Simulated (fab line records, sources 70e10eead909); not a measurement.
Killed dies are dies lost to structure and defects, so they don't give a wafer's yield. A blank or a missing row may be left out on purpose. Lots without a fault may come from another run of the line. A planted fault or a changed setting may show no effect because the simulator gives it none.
Chamber matching | flow nand_harc | NHARC_A_STAIRCASE_STRIP_296 on wet_bench-01: 7 sister chambers
The step strips in SPM, time 900 s. 11 wafers are shown with their chamber, then 7 later ones without.

WAFERS WITH THEIR CHAMBER
wafer  | chamber | bath_guard_temp_C (C)
L279.3 | 4       | 130.9
L279.5 | 2       | 129.0
L282.5 | 7       | 130.0
L282.6 | 3       | 129.9
L291.2 | 0       | 129.4
L291.4 | 6       | 129.6
L293.1 | 7       | 130.2
L293.2 | 3       | 129.8
L293.3 | 1       | 130.7
L299.3 | 6       | 129.5
L299.4 | 1       | 130.2

WAFERS WITHOUT THEIR CHAMBER
wafer  | bath_guard_temp_C (C)
L299.6 | 130.7
L300.1 | 130.0
L300.4 | 130.6
L300.5 | 129.8
L302.3 | 130.7
L302.4 | 129.8
L302.6 | 129.9

WHICH CHAMBER EACH WENT THROUGH
wafer  | from the rows above               | in truth
L299.6 | can't be placed: 4 or 1           | 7
L300.1 | can't be placed: 7 or 3 or 1 or 6 | 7
L300.4 | can't be placed: 1 or 4 or 7      | 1
L300.5 | can't be placed: 3 or 6 or 7 or 0 | 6
L302.3 | can't be placed: 4 or 1           | 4
L302.4 | can't be placed: 3 or 6 or 7 or 0 | 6
L302.6 | can't be placed: 3 or 7 or 6      | 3
Placed correctly: 0 of 7. Can't be placed from these rows: 7 (the true chamber is among the candidates in 6). Placed wrongly: 0.
How it was worked out, from the rows above alone: a wafer's distance from a chamber is the root of the sum, over the readings, of the square of ((its reading less the chamber's mean) divided by the reading's scatter). The wafer belongs to the nearest chamber; if the next one is less than 2 further off, it can't be placed. A chamber's mean is the mean of its shown wafers. The scatter: the root of (the sum of the squares of (reading less its chamber's mean) over the shown wafers, divided by (wafers less chambers)).
